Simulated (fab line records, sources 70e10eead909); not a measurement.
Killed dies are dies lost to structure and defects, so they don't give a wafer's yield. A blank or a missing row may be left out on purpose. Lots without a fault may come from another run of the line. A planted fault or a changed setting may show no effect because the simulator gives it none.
fab line records | flow nand_harc
record lots=12 wafers=36 last_day=33
route steps=1302 shown A_BONDPAD@1218 HYBRID_BOND@1237 END@1302
lots that met no fault: from a run of the same line without faults
start_h: hours from the record's first day to the start of the lot's first wafer shown | wait_h: hours since the lot's step before | " the same as in the row above | L1.1+2: a row that stands for several wafers | - no value, or no start given | * or withheld: withheld | < > ~ a bound
route shown NAME@n: a module of which the file shows steps, and the number in the route of the first | usual: mean/standard deviation of fault-free wafers | same: alike in all rows | chamber/n: place in a boat | sites: the reading at each site | _std_site: their standard deviation | _edge_site: outer sites' mean less inner sites' | radius_mm: how far each site lies from the wafer's centre | mask NAME#n: copy n | behind: the tool/chamber that last shaped the wafer | hold: why the lot was held/for how many hours/how that ended | device: the transistor (n, p or np) that didn't switch | end of line: the same wafers' tests at the end of the route | a step without rows: its recipe alone | killed: dies lost to structure and defects at the first sort, not the wafer's yield | map: a wafer's dies, x killed, . not, _ none there
set.NAME: the setting as run; set.NAME@STEP: as run at that earlier step | model.NAME: the simulator's own value behind a step, which no gauge read
steps of the route over a sample of lots; a table a step, a row a wafer
services: from which hour (start_h, from the record's first day; less than 0 if before it) a tool's chamber was out of use, for how many hours, and why
## steps
# step NHARC_A_BONDPAD_DESCUM_11
# recipe time_s=3 o2_flow_sccm=200 ar_flow_sccm=0 bias_power_w=0 chemistry=O2
# usual drypump_motor_current_A=5.7/0.43 oes_product_au=1.003/0.01 rf_vpp_V=57.7/1 showerhead_plenum_p_Torr=1.91/0.087 throttle_valve_pct=11.309/0.0084
# columns lot.wafer tool chamber start_h wait_h drypump_motor_current_A oes_product_au rf_hours_counter_h rf_vpp_V showerhead_plenum_p_Torr throttle_valve_pct
L943.1 rie_diel-05 3 538.23 - 5.4 1.003 21 56.0 1.81 11.310
L943.4 " 2 " " 6.4 0.996 20 55.3 1.77 11.315
L943.5 " 0 " " 6.1 0.986 - 56.8 2.03 11.300
L946.2 rie_diel-05 0 563.97 - 6.1 0.982 24 58.3 2.03 11.317
L946.3 " 1 " " 5.8 1.003 24 57.2 1.79 11.304
L946.4 " 2 " " 6.4 1.001 24 58.4 1.77 11.321
L945.3 rie_diel-03 0 573.51 - 5.5 0.985 3 58.4 1.83 11.307
L945.1 " 3 " " 5.1 0.999 3 56.7 1.92 11.305
L945.4 " 1 " " 6.1 0.987 - 59.4 1.97 11.321
L948.2 rie_diel-03 2 591.90 - 5.9 1.003 2 57.3 2.00 11.311
L948.4 " 3 " " 5.1 0.996 3 57.3 1.92 11.325
L948.6 " 3 " " 5.1 1.009 - 55.6 1.92 11.313
L952.1 rie_diel-03 3 615.22 - 5.1 0.991 3 56.3 1.92 11.304
L952.2 " 1 " " 6.1 0.985 3 57.4 1.97 11.304
L952.6 " 3 " " 5.1 1.003 - 55.5 1.92 11.311
L950.2 rie_diel-03 0 616.43 - 5.5 0.996 3 56.8 1.83 11.298
L950.5 " 0 " " 5.5 0.999 - 58.1 1.83 11.304
L950.6 " 1 " " 6.1 0.984 - 57.7 1.97 11.289
L951.3 rie_diel-03 2 617.63 - 5.8 1.005 3 58.7 2.00 11.328
L951.2 " 3 " " 5.1 1.007 3 58.1 1.92 11.312
L951.4 " 0 " " 5.5 0.993 4 58.1 1.83 11.312
L955.4 rie_diel-05 0 666.76 - 6.1 1.005 17 59.4 2.02 11.322
L955.2 " 1 " " 5.8 1.002 17 57.9 1.78 11.309
L955.5 " 3 " " 5.5 1.008 - 57.0 1.80 11.314
L956.3 rie_diel-03 1 672.15 - 6.1 1.017 0 57.3 1.97 11.316
L956.2 " 0 " " 5.5 1.014 0 57.0 1.83 11.295
L956.5 " 2 " " 5.9 1.021 - 58.9 2.00 11.311
L957.3 rie_diel-06 2 672.77 - 4.6 1.016 0 57.2 1.91 11.308
L957.2 " 3 " " 5.3 1.014 0 57.0 1.85 11.309
L957.4 " 0 " " 6.3 1.011 0 56.6 1.92 11.304
L958.2 rie_diel-03 0 684.81 - 5.5 1.015 1 56.2 1.83 11.325
L958.3 " 2 " " 5.9 1.023 1 57.9 2.00 11.294
L958.6 " 0 " " 5.5 1.006 - 56.9 1.83 11.311
L965.3 rie_diel-03 3 758.98 - 5.1 1.005 4 58.5 1.92 11.301
L965.1 " 0 " " 5.5 0.997 3 57.2 1.82 11.308
L965.5 " 0 " " 5.5 1.009 - 58.4 1.83 11.319
# step NHARC_A_BONDPAD_CD_MEAS_13
# usual cd_nm=499.5/2.3
# columns lot.wafer tool chamber start_h wait_h cd_nm
L943.1 cd_sem-03 - 538.55 - 498.5
L943.4 " - " " 497.7
L943.5 " - " " 497.4
L946.2 cd_sem-03 - 564.29 - 498.1
L946.3 " - " " 502.7
L946.4 " - " " 498.4
L945.1 cd_sem-02 - 573.87 - 498.2
L945.3 " - " " 498.5
L945.4 " - " " 496.3
L948.2 cd_sem-01 - 592.22 - 499.9
L948.4 " - " " 497.4
L948.6 " - " " 496.6
L952.1 cd_sem-02 - 615.53 - 497.8
L952.2 " - " " 500.4
L952.6 " - " " 499.4
L950.2 cd_sem-01 - 616.74 - 495.9
L950.5 " - " " 494.7
L950.6 " - " " 499.3
L951.2 cd_sem-03 - 617.95 - 500.3
L951.3 " - " " 497.6
L951.4 " - " " 500.0
L955.2 cd_sem-02 - 667.06 - 501.9
L955.4 " - " " 501.5
L955.5 " - " " 502.7
L956.2 cd_sem-01 - 672.48 - 499.2
L956.3 " - " " 501.9
L956.5 " - " " 500.7
L957.2 cd_sem-01 - 673.08 - 499.7
L957.3 " - " " 499.9
L957.4 " - " " 496.3
L958.2 cd_sem-01 - 685.12 - 503.9
L958.3 " - " " 502.0
L958.6 " - " " 503.2
L965.1 cd_sem-02 - 759.30 - 500.4
L965.3 " - " " 498.3
L965.5 " - " " 500.0
# step NHARC_A_BONDPAD_CMP_19
# recipe t_overpolish_s=30 cu_recess_touch_s=16 target_thk_nm=169.82
# usual motor_current_A=12.3/1.6 overpolish_run_s=30.000/0.0093
# same t_overpolish_s=30
# columns lot.wafer tool chamber start_h wait_h motor_current_A overpolish_run_s
L943.4 cmp-01 3 540.28 - 16.7 29.984
L943.1 " 1 " " 12.8 30.003
L943.5 " 3 " " 15.9 30.011
L946.3 cmp-02 0 566.18 - 10.9 29.984
L946.4 " 2 " " 13.4 29.992
L946.2 " 3 " " 12.0 30.011
L945.3 cmp-04 3 575.63 - 10.4 29.998
L945.4 " 0 " " 11.1 30.012
L945.1 " 1 " " 11.4 30.003
L948.2 cmp-01 3 593.98 - 15.6 30.000
L948.4 " 0 " " 12.4 29.987
L948.6 " 1 " " 12.7 29.997
L952.1 cmp-01 1 617.26 - 12.5 29.998
L952.2 " 3 " " 16.2 30.017
L952.6 " 0 " " 12.2 30.008
L950.2 cmp-01 2 618.56 - 10.4 29.994
L950.5 " 0 " " 12.1 29.983
L950.6 " 1 " " 12.4 30.009
L951.3 cmp-02 0 619.70 - 10.8 29.992
L951.2 " 1 " " 12.1 30.006
L951.4 " 2 " " 13.5 29.997
L955.2 cmp-02 3 668.81 - 12.1 29.989
L955.4 " 1 " " 12.7 29.990
L955.5 " 3 " " 12.6 29.990
L956.3 cmp-02 1 674.34 - 12.7 29.991
L956.2 " 2 " " 14.1 30.005
L956.5 " 2 " " 14.1 30.009
L957.2 cmp-04 1 674.79 - 11.4 29.995
L957.3 " 2 " " 14.0 29.997
L957.4 " 3 " " 10.4 30.002
L958.2 cmp-02 2 686.81 - 13.6 29.998
L958.3 " 0 " " 11.1 29.993
L958.6 " 2 " " 14.2 29.991
L965.1 cmp-01 0 761.03 - 12.5 29.997
L965.3 " 2 " " 10.4 29.993
L965.5 " 3 " " 15.7 30.003
# step NHARC_A_BONDPAD_INSPECT_23
# usual raw_defect_count=554/140
# columns lot.wafer tool chamber start_h wait_h raw_defect_count
L943.1 defect_inspect-01 - 540.78 0.0 717
L943.4 " - " " 504
L943.5 " - " " 545
L946.2 defect_inspect-02 - 566.73 0.0 804
L946.3 " - " " 458
L946.4 " - " " 510
L945.1 defect_inspect-02 - 576.17 0.0 777
L945.3 " - " " 645
L945.4 " - " " 589
L948.2 defect_inspect-01 - 594.44 0.0 454
L948.4 " - " " 502
L948.6 " - " " 419
L952.1 defect_inspect-02 - 617.80 0.0 565
L952.2 " - " " 676
L952.6 " - " " 641
L950.2 defect_inspect-02 - 619.06 0.0 417
L950.5 " - " " 347
L950.6 " - " " 515
L951.2 defect_inspect-01 - 620.25 0.0 559
L951.3 " - " " 684
L951.4 " - " " 467
L955.2 defect_inspect-02 - 669.32 0.0 443
L955.4 " - " " 488
L955.5 " - " " 496
L956.2 defect_inspect-02 - 674.88 0.0 965
L956.3 " - " " 991
L956.5 " - " " 1020
L957.2 defect_inspect-01 - 675.34 0.0 401
L957.3 " - " " 516
L957.4 " - " " 607
L958.2 defect_inspect-01 - 687.34 0.0 814
L958.3 " - " " 871
L958.6 " - " " 1045
L965.1 defect_inspect-01 - 761.53 0.0 581
L965.3 " - " " 535
L965.5 " - " " 806
# step NHARC_HYBRID_BOND_ACTIVATE_00
# recipe time_s=60 n2_flow_sccm=200 ar_flow_sccm=0 bias_power_w=0 chemistry=N2
# usual drypump_motor_current_A=5.7/0.5 n2_flow_sccm=200.1/0.62 oes_product_au=0.998/0.0097 rf_vpp_V=63.9/0.87 showerhead_plenum_p_Torr=1.73/0.081
# columns lot.wafer tool chamber start_h wait_h drypump_motor_current_A n2_flow_sccm oes_product_au rf_hours_counter_h rf_vpp_V showerhead_plenum_p_Torr
L943.4 rie_diel-01 0 540.84 0.1 5.1 199.5 0.996 14 62.4 1.64
L943.1 " 2 " " 5.4 199.3 0.990 10 64.2 1.63
L943.5 " 0 " " 5.1 200.0 0.996 - 63.7 1.64
L946.3 rie_diel-10 2 566.79 0.1 6.0 200.4 0.978 53 64.6 1.82
L946.4 " 0 " " 5.7 200.0 1.008 42 63.0 1.63
L946.2 " 1 " " 6.5 200.8 0.996 47 64.2 1.74
L945.1 rie_diel-01 0 576.23 0.1 5.1 200.5 1.012 0 64.5 1.64
L945.4 " 1 " " 6.5 200.1 1.005 0 64.0 1.86
L945.3 " 3 " " 5.2 199.6 0.992 0 62.8 1.72
L948.4 rie_diel-12 3 594.52 0.1 6.0 200.4 0.996 46 65.4 1.77
L948.2 " 1 " " 5.9 200.5 0.991 44 63.9 1.73
L948.6 " 3 " " 6.0 199.7 1.009 - 63.7 1.77
L952.1 rie_diel-01 1 617.87 0.1 6.5 199.4 1.003 4 64.2 1.86
L952.2 " 0 " " 5.1 199.6 1.000 4 63.7 1.64
L952.6 " 2 " " 5.4 201.1 0.996 - 64.2 1.63
L950.2 rie_diel-01 2 619.12 0.1 5.5 200.4 0.992 4 62.3 1.63
L950.5 " 2 " " 5.4 200.0 0.983 - 62.2 1.63
L950.6 " 3 " " 5.3 199.6 0.997 - 64.3 1.72
L951.3 rie_diel-12 0 620.31 0.1 6.1 199.9 0.988 51 62.7 1.70
L951.2 " 1 " " 5.9 199.8 1.000 53 63.6 1.73
L951.4 " 3 " " 6.0 200.2 1.020 52 64.1 1.77
L955.2 rie_diel-01 2 669.40 0.1 5.4 199.1 0.993 10 62.2 1.63
L955.4 " 0 " " 5.1 200.3 1.003 8 64.3 1.64
L955.5 " 2 " " 5.4 199.9 0.993 - 64.3 1.63
L956.3 rie_diel-01 0 674.94 0.1 5.1 200.3 1.011 9 62.9 1.64
L956.2 " 3 " " 5.3 199.9 0.998 9 61.9 1.71
L956.5 " 0 " " 5.1 199.4 0.999 - 62.8 1.64
L957.2 rie_diel-12 2 675.42 0.1 5.7 200.3 0.989 16 63.8 1.74
L957.3 " 3 " " 6.0 199.7 1.002 15 65.1 1.77
L957.4 " 1 " " 5.9 199.1 0.970 19 63.2 1.73
L958.2 rie_diel-10 3 687.40 0.1 5.0 200.1 0.998 22 63.2 1.77
L958.3 " 1 " " 6.5 198.9 1.012 25 64.1 1.73
L958.6 " 3 " " 5.0 199.7 0.999 - 64.1 1.77
L965.3 rie_diel-01 2 761.62 0.1 5.4 201.2 1.018 2 63.2 1.63
L965.1 " 3 " " 5.2 200.9 0.988 2 64.4 1.71
L965.5 " 1 " " 6.5 198.9 1.009 - 65.9 1.85
# step NHARC_END_SORT_01
# recipe temp_c=25
# usual defect_limited_yield=91.1/2.7 killed_at_array=55/19 killed_at_other=0.6/0.99 killed_at_periphery=4.2/2.6 killed_dies=60/18 killed_open=3.4/1.7 killed_short=2.3/1.5
# same gross_dies=677
# columns lot.wafer tool chamber start_h wait_h defect_limited_yield[%] killed_at_array killed_at_other killed_at_periphery killed_dies killed_open killed_short
L943.1 prober-01 0 571.00 2.5 88.3 76 0 3 79 3 1
L943.4 prober-01 0 573.39 3.4 89.4 68 0 4 72 3 1
L943.5 prober-01 0 574.18 3.7 87.9 79 0 3 82 4 4
L946.2 prober-02 0 596.52 2.8 94.4 30 2 6 38 4 0
L946.3 prober-02 0 597.31 3.1 95.0 28 1 5 34 4 3
L946.4 prober-02 0 598.10 3.4 96.3 19 4 2 25 1 0
L945.1 prober-01 0 604.76 2.5 85.8 96 0 0 96 4 1
L945.3 prober-01 0 606.36 3.1 88.0 78 0 3 81 4 0
L945.4 prober-01 0 607.16 3.4 85.1 100 0 1 101 2 4
L948.2 prober-01 0 624.22 2.8 90.4 61 0 4 65 2 4
L948.4 prober-01 0 625.82 3.4 90.5 55 1 8 64 5 3
L948.6 prober-01 0 627.43 4.0 91.9 55 0 0 55 1 1
L952.1 prober-02 0 645.39 2.5 89.5 63 0 8 71 1 2
L952.2 prober-02 0 646.19 2.8 90.7 60 0 3 63 3 3
L952.6 prober-02 0 649.41 4.0 90.7 57 0 6 63 3 2
L950.2 prober-01 0 646.21 2.8 93.2 41 2 3 46 2 4
L950.5 prober-01 0 648.61 3.7 92.5 41 2 8 51 3 1
L950.6 prober-01 0 649.41 4.0 93.1 40 0 7 47 2 2
L951.2 prober-01 0 653.97 2.8 91.4 54 2 2 58 3 2
L951.3 prober-01 0 654.77 3.1 90.7 57 0 6 63 3 3
L951.4 prober-01 0 655.57 3.4 89.8 66 0 3 69 2 2
L955.2 prober-01 0 697.31 2.8 91.1 58 0 2 60 1 4
L955.4 prober-01 0 698.91 3.4 89.8 67 0 2 69 4 3
L955.5 prober-01 0 699.71 3.7 90.8 59 0 3 62 5 0
L957.2 prober-01 0 705.42 2.8 92.8 46 1 2 49 3 2
L957.3 prober-01 0 706.22 3.1 94.7 35 0 1 36 0 1
L957.4 prober-01 0 707.02 3.4 92.2 48 0 5 53 4 3
L956.2 prober-02 0 705.45 2.8 57.0 288 1 2 291 3 1
L956.3 prober-02 0 706.24 3.1 53.5 313 0 2 315 4 1
L956.5 prober-02 0 707.82 3.7 57.6 283 3 1 287 1 3
L958.2 prober-01 0 715.94 2.8 54.1 309 2 0 311 2 1
L958.3 prober-01 0 716.74 3.1 55.2 300 1 2 303 3 2
L958.6 prober-01 0 719.14 4.0 55.1 302 0 2 304 3 0
L965.1 prober-02 0 796.74 2.5 93.4 38 0 7 45 1 1
L965.3 prober-02 0 798.34 3.1 92.5 41 0 10 51 4 2
L965.5 prober-02 0 799.94 3.7 91.9 49 0 6 55 4 1
# killed by level:class
L943.1 A_CHANNEL_HOLE_D2:chamber_film_flake=29 A_SLIT:chamber_film_flake=27 A_CHANNEL_HOLE_D1:chamber_film_flake=4 A_SGD_CUT:chamber_film_flake=4 P_STI:chamber_film_flake=3 A_CHANNEL_FILL_D2:chamber_film_flake=3 A_M0:chamber_film_flake=3 A_ONON_D2:geometric_particle:short=1
L943.4 A_CHANNEL_HOLE_D2:chamber_film_flake=33 A_SLIT:chamber_film_flake=18 A_CHANNEL_HOLE_D1:chamber_film_flake=5 A_STAIRCASE:chamber_film_flake=3 A_SGD_CUT:chamber_film_flake=3 P_M0:chamber_film_flake=2 A_M0:chamber_film_flake=2 P_GATE:geometric_particle:open=1
L943.5 A_CHANNEL_HOLE_D2:chamber_film_flake=41 A_SLIT:chamber_film_flake=25 A_CONTACT:chamber_film_flake=3 P_CONTACT:geometric_particle:open=2 A_CHANNEL_FILL_D2:geometric_particle:short=2 A_ONON_D2:geometric_particle:open=1 A_WL_FILL:geometric_particle:short=1 A_CONTACT:geometric_particle:short=1
L946.2 A_CHANNEL_HOLE_D2:chamber_film_flake=9 P_GATE:chamber_film_flake=6 A_CHANNEL_HOLE_D1:chamber_film_flake=6 A_M1:chamber_film_flake=4 A_STAIRCASE:chamber_film_flake=3 A_DECK1_JOINT:geometric_particle:open=2 A_SLIT:chamber_film_flake=2 A_CONTACT:chamber_film_flake=2
L946.3 A_CHANNEL_HOLE_D2:chamber_film_flake=11 A_CONTACT:chamber_film_flake=6 P_GATE:chamber_film_flake=4 A_CHANNEL_HOLE_D1:chamber_film_flake=3 A_M1:chamber_film_flake=2 P_CONTACT:geometric_particle:short=1 A_DECK1_JOINT:geometric_particle:open=1 A_DECK1_JOINT:geometric_particle:short=1
L946.4 A_CHANNEL_HOLE_D2:chamber_film_flake=7 A_CHANNEL_HOLE_D1:chamber_film_flake=4 THIN_TSV:chamber_film_flake=4 A_STAIRCASE:chamber_film_flake=3 P_GATE:chamber_film_flake=2 A_CONTACT:chamber_film_flake=2 A_BLC:geometric_particle:open=1 A_DECK1_JOINT:chamber_film_flake=1
L945.1 A_CHANNEL_HOLE_D1:chamber_film_flake=39 A_SLIT:chamber_film_flake=24 A_CHANNEL_HOLE_D2:chamber_film_flake=20 A_DECK1_JOINT:chamber_film_flake=3 A_STAIRCASE:chamber_film_flake=2 A_ONON_D2:geometric_particle:open=1 A_SGD_CUT:geometric_particle:open=1 A_BLC:geometric_particle:open=1
L945.3 A_SLIT:chamber_film_flake=25 A_CHANNEL_HOLE_D2:chamber_film_flake=24 A_CHANNEL_HOLE_D1:chamber_film_flake=20 P_CONTACT:geometric_particle:open=3 A_CHANNEL_FILL_D2:chamber_film_flake=3 A_STAIRCASE:chamber_film_flake=3 A_CHANNEL_FILL_D2:geometric_particle:open=1 A_CONTACT:chamber_film_flake=1
L945.4 A_CHANNEL_HOLE_D2:chamber_film_flake=38 A_CHANNEL_HOLE_D1:chamber_film_flake=25 A_SLIT:chamber_film_flake=24 A_CHANNEL_FILL_D2:chamber_film_flake=3 A_STAIRCASE:chamber_film_flake=3 A_ONON_D1:geometric_particle:short=2 P_CONTACT:geometric_particle:open=1 A_ONON_D1:geometric_particle:open=1
L948.2 A_CHANNEL_HOLE_D1:chamber_film_flake=24 A_CHANNEL_HOLE_D2:chamber_film_flake=14 A_STAIRCASE:chamber_film_flake=7 A_CONTACT:chamber_film_flake=6 A_CHANNEL_FILL_D2:chamber_film_flake=3 P_GATE:chamber_film_flake=2 P_GATE:geometric_particle:open=1 A_DECK1_JOINT:geometric_particle:short=1
L948.4 A_CHANNEL_HOLE_D1:chamber_film_flake=28 A_CHANNEL_HOLE_D2:chamber_film_flake=7 A_STAIRCASE:chamber_film_flake=6 P_BONDPAD:chamber_film_flake=4 A_CONTACT:chamber_film_flake=3 A_ONON_D2:geometric_particle:short=2 A_SGD_CUT:chamber_film_flake=2 A_SLIT:chamber_film_flake=2
L948.6 A_CHANNEL_HOLE_D1:chamber_film_flake=31 A_CHANNEL_HOLE_D2:chamber_film_flake=12 A_STAIRCASE:chamber_film_flake=5 A_CONTACT:chamber_film_flake=3 A_ONON_D1:geometric_particle:short=1 A_M1:geometric_particle:open=1 A_CHANNEL_FILL_D2:chamber_film_flake=1 A_SGD_CUT:chamber_film_flake=1
L952.1 A_CHANNEL_HOLE_D1:chamber_film_flake=35 A_CHANNEL_HOLE_D2:chamber_film_flake=13 P_BONDPAD:chamber_film_flake=6 A_CHANNEL_FILL_D1:chamber_film_flake=3 A_CONTACT:chamber_film_flake=3 P_CONTACT:chamber_film_flake=2 A_STAIRCASE:chamber_film_flake=2 A_SLIT:chamber_film_flake=2
L952.2 A_CHANNEL_HOLE_D1:chamber_film_flake=26 A_CHANNEL_HOLE_D2:chamber_film_flake=20 P_BONDPAD:chamber_film_flake=3 A_STAIRCASE:chamber_film_flake=3 A_ONON_D2:geometric_particle:open=2 A_CONTACT:chamber_film_flake=2 A_CHANNEL_HOLE_D1:geometric_particle:short=1 A_CHANNEL_FILL_D1:geometric_particle:open=1
L950.2 A_CHANNEL_HOLE_D2:chamber_film_flake=16 A_CHANNEL_HOLE_D1:chamber_film_flake=6 A_SLIT:chamber_film_flake=6 A_CONTACT:chamber_film_flake=4 A_STAIRCASE:chamber_film_flake=3 A_CHANNEL_FILL_D2:geometric_particle:short=2 A_CHANNEL_FILL_D1:geometric_particle:short=1 A_ONON_D2:geometric_particle:open=1
L950.5 A_CHANNEL_HOLE_D2:chamber_film_flake=15 A_SLIT:chamber_film_flake=7 P_GATE:chamber_film_flake=4 A_CONTACT:chamber_film_flake=4 A_STAIRCASE:chamber_film_flake=4 A_WL_FILL:chamber_film_flake=4 A_CHANNEL_HOLE_D1:chamber_film_flake=3 THIN_TSV:chamber_film_flake=2
L952.6 A_CHANNEL_HOLE_D1:chamber_film_flake=22 A_CHANNEL_HOLE_D2:chamber_film_flake=12 A_CONTACT:chamber_film_flake=6 P_BONDPAD:chamber_film_flake=5 A_STAIRCASE:chamber_film_flake=3 A_CHANNEL_FILL_D2:chamber_film_flake=3 A_WL_FILL:chamber_film_flake=3 A_CHANNEL_FILL_D1:chamber_film_flake=2
L950.6 A_CHANNEL_HOLE_D2:chamber_film_flake=18 A_CHANNEL_HOLE_D1:chamber_film_flake=7 A_STAIRCASE:chamber_film_flake=6 P_GATE:chamber_film_flake=4 A_SLIT:chamber_film_flake=3 A_CONTACT:chamber_film_flake=3 P_M0:geometric_particle:open=1 P_M0:geometric_particle:short=1
L951.2 A_SLIT:chamber_film_flake=30 A_CHANNEL_HOLE_D2:chamber_film_flake=8 A_CHANNEL_HOLE_D1:chamber_film_flake=4 A_STAIRCASE:chamber_film_flake=3 A_CONTACT:chamber_film_flake=3 P_CONTACT:geometric_particle:open=1 A_CHANNEL_FILL_D2:geometric_particle:open=1 A_WL_FILL:geometric_particle:short=1
L951.3 A_SLIT:chamber_film_flake=35 A_CHANNEL_HOLE_D2:chamber_film_flake=8 A_CONTACT:chamber_film_flake=7 A_CHANNEL_HOLE_D1:chamber_film_flake=3 P_CONTACT:chamber_film_flake=2 P_CONTACT:geometric_particle:open=1 P_M0:geometric_particle:open=1 P_M0:geometric_particle:short=1
L951.4 A_SLIT:chamber_film_flake=33 A_CHANNEL_HOLE_D2:chamber_film_flake=14 A_CHANNEL_HOLE_D1:chamber_film_flake=7 A_CONTACT:chamber_film_flake=5 A_CHANNEL_FILL_D2:chamber_film_flake=2 A_WL_FILL:chamber_film_flake=2 P_CONTACT:geometric_particle:open=1 P_M1:geometric_particle:open=1
L955.2 A_CHANNEL_HOLE_D1:chamber_film_flake=23 A_CHANNEL_HOLE_D2:chamber_film_flake=16 A_CONTACT:chamber_film_flake=5 A_SLIT:chamber_film_flake=3 A_WL_FILL:geometric_particle:short=2 P_ZERO_WELL:chamber_film_flake=2 A_WL_FILL:chamber_film_flake=2 A_M0:chamber_film_flake=2
L955.4 A_CHANNEL_HOLE_D1:chamber_film_flake=33 A_CHANNEL_HOLE_D2:chamber_film_flake=16 A_M0:chamber_film_flake=5 A_CHANNEL_FILL_D2:chamber_film_flake=3 A_WL_FILL:geometric_particle:open=2 A_WL_FILL:chamber_film_flake=2 P_CONTACT:geometric_particle:short=1 P_CONTACT:geometric_particle:open=1
L955.5 A_CHANNEL_HOLE_D1:chamber_film_flake=23 A_CHANNEL_HOLE_D2:chamber_film_flake=17 A_M0:chamber_film_flake=4 A_WL_FILL:chamber_film_flake=3 A_CHANNEL_FILL_D1:chamber_film_flake=2 A_SLIT:chamber_film_flake=2 A_CONTACT:chamber_film_flake=2 P_M0:geometric_particle:open=1
L957.2 A_CHANNEL_HOLE_D2:chamber_film_flake=22 A_CHANNEL_HOLE_D1:chamber_film_flake=12 A_SLIT:chamber_film_flake=4 A_CHANNEL_FILL_D2:geometric_particle:open=2 A_BONDPAD:chamber_film_flake=2 P_M0:geometric_particle:open=1 A_DECK1_JOINT:geometric_particle:short=1 A_CHANNEL_FILL_D2:geometric_particle:short=1
L956.2 A_BONDPAD:unspecified=254 A_SLIT:chamber_film_flake=21 A_CHANNEL_HOLE_D1:chamber_film_flake=7 A_WL_FILL:chamber_film_flake=2 P_STI:geometric_particle:open=1 P_CONTACT:geometric_particle:open=1 A_CHANNEL_FILL_D2:geometric_particle:short=1 A_CONTACT:geometric_particle:open=1
L957.3 A_CHANNEL_HOLE_D2:chamber_film_flake=19 A_CHANNEL_HOLE_D1:chamber_film_flake=11 A_SLIT:chamber_film_flake=3 A_WL_FILL:geometric_particle:short=1 P_GATE:chamber_film_flake=1 A_BONDPAD:chamber_film_flake=1
L956.3 A_BONDPAD:unspecified=265 A_SLIT:chamber_film_flake=22 A_CHANNEL_HOLE_D1:chamber_film_flake=9 A_CONTACT:chamber_film_flake=8 A_DECK1_JOINT:geometric_particle:open=2 A_DECK1_JOINT:chamber_film_flake=2 A_CHANNEL_FILL_D2:chamber_film_flake=2 P_GATE:geometric_particle:open=1
L957.4 A_CHANNEL_HOLE_D2:chamber_film_flake=24 A_CHANNEL_HOLE_D1:chamber_film_flake=12 A_SLIT:chamber_film_flake=5 P_M0:geometric_particle:open=2 P_M0:geometric_particle:short=1 A_DECK1_JOINT:geometric_particle:short=1 A_BLC:geometric_particle:open=1 A_M0:geometric_particle:open=1
L956.5 A_BONDPAD:unspecified=242 A_SLIT:chamber_film_flake=26 A_CHANNEL_HOLE_D1:chamber_film_flake=7 A_CONTACT:chamber_film_flake=3 THIN_TSV:chamber_film_flake=3 A_DECK1_JOINT:geometric_particle:short=2 A_CHANNEL_HOLE_D1:geometric_particle:short=1 A_SGD_CUT:geometric_particle:open=1
L958.2 A_BONDPAD:unspecified=256 A_SLIT:chamber_film_flake=28 A_CHANNEL_HOLE_D1:chamber_film_flake=18 A_STAIRCASE:chamber_film_flake=2 A_CONTACT:chamber_film_flake=2 THIN_TSV:chamber_film_flake=2 A_ONON_D1:geometric_particle:short=1 A_CHANNEL_FILL_D1:geometric_particle:open=1
L958.3 A_BONDPAD:unspecified=247 A_CHANNEL_HOLE_D1:chamber_film_flake=29 A_SLIT:chamber_film_flake=17 A_CONTACT:chamber_film_flake=3 P_CONTACT:geometric_particle:open=1 A_ONON_D1:geometric_particle:short=1 A_CHANNEL_FILL_D1:geometric_particle:open=1 A_ONON_D2:geometric_particle:short=1
L958.6 A_BONDPAD:unspecified=253 A_SLIT:chamber_film_flake=22 A_CHANNEL_HOLE_D1:chamber_film_flake=19 A_CONTACT:chamber_film_flake=4 A_CHANNEL_FILL_D1:geometric_particle:open=2 P_M1:geometric_particle:open=1 P_GATE:chamber_film_flake=1 A_DECK1_JOINT:chamber_film_flake=1
L965.1 A_SLIT:chamber_film_flake=33 P_GATE:chamber_film_flake=5 P_CONTACT:geometric_particle:short=1 A_BLC:geometric_particle:open=1 P_STI:chamber_film_flake=1 A_ZERO_WELL:chamber_film_flake=1 A_DECK1_JOINT:chamber_film_flake=1 A_CHANNEL_FILL_D2:chamber_film_flake=1
L965.3 A_SLIT:chamber_film_flake=33 P_GATE:chamber_film_flake=6 A_DECK1_JOINT:geometric_particle:open=2 A_STAIRCASE:chamber_film_flake=2 P_CONTACT:geometric_particle:short=1 P_BONDPAD:geometric_particle:open=1 A_WL_FILL:geometric_particle:short=1 A_WL_FILL:geometric_particle:open=1
L965.5 A_SLIT:chamber_film_flake=37 A_STAIRCASE:chamber_film_flake=4 P_GATE:chamber_film_flake=2 A_CHANNEL_HOLE_D2:chamber_film_flake=2 P_CONTACT:geometric_particle:open=1 P_M0:geometric_particle:open=1 A_DECK1_JOINT:geometric_particle:open=1 A_CHANNEL_FILL_D2:geometric_particle:short=1
## services
# columns tool chamber start_h hours kind
cmp-01 - 523.48 0.5 repair
cmp-02 - 526.50 4.0 pm
cmp-02 - 534.16 3.2 repair
cmp-01 - 556.16 0.9 repair
rie_diel-01 - 558.12 9.0 pm
rie_diel-03 2 560.39 14.7 repair
cmp-02 - 563.60 1.3 repair
rie_diel-12 0 570.96 13.3 repair
cmp-02 - 570.97 6.9 repair
rie_diel-05 - 583.65 9.0 pm
cmp-01 - 588.47 4.0 pm
rie_diel-01 0 596.18 2.5 repair
rie_diel-05 0 617.74 2.8 repair
rie_diel-12 - 623.86 9.0 pm
cmp-02 - 624.50 4.0 pm
rie_diel-03 - 635.30 9.0 pm
rie_diel-03 - 644.40 0.2 repair
rie_diel-03 - 680.59 0.4 repair
cmp-01 - 686.47 4.0 pm
cmp-02 - 693.20 2.3 repair
cmp-02 - 722.50 4.0 pm
cmp-01 - 731.96 0.3 repair
rie_diel-03 0 732.20 18.8 repair
rie_diel-01 - 735.12 9.0 pm
## key
first_sign step=NHARC_A_BONDPAD_INSPECT_23 reading=raw_defect_count direction=up sigmas=2.8 usual=554 struck=951
effect step=NHARC_END_SORT_01 reading=defect_limited_yield direction=down sigmas=13 usual=91.1 struck=55.4
more_kills_born_at NHARC_A_BONDPAD_CMP_19@cmp-02=1517
met_at NHARC_A_BONDPAD_CMP_19
struck_lots L956,L958
not_acting_at NHARC_A_BONDPAD_DESCUM_11,NHARC_A_BONDPAD_CD_MEAS_13,NHARC_HYBRID_BOND_ACTIVATE_00
onset_between 668.81 674.34
fault kind=chamber_particle_source tool=cmp-02 chamber=- onset_h=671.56 steps=NHARC_A_BONDPAD_CMP_19 rate_per_visit_cm2=0.54687 end_h=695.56
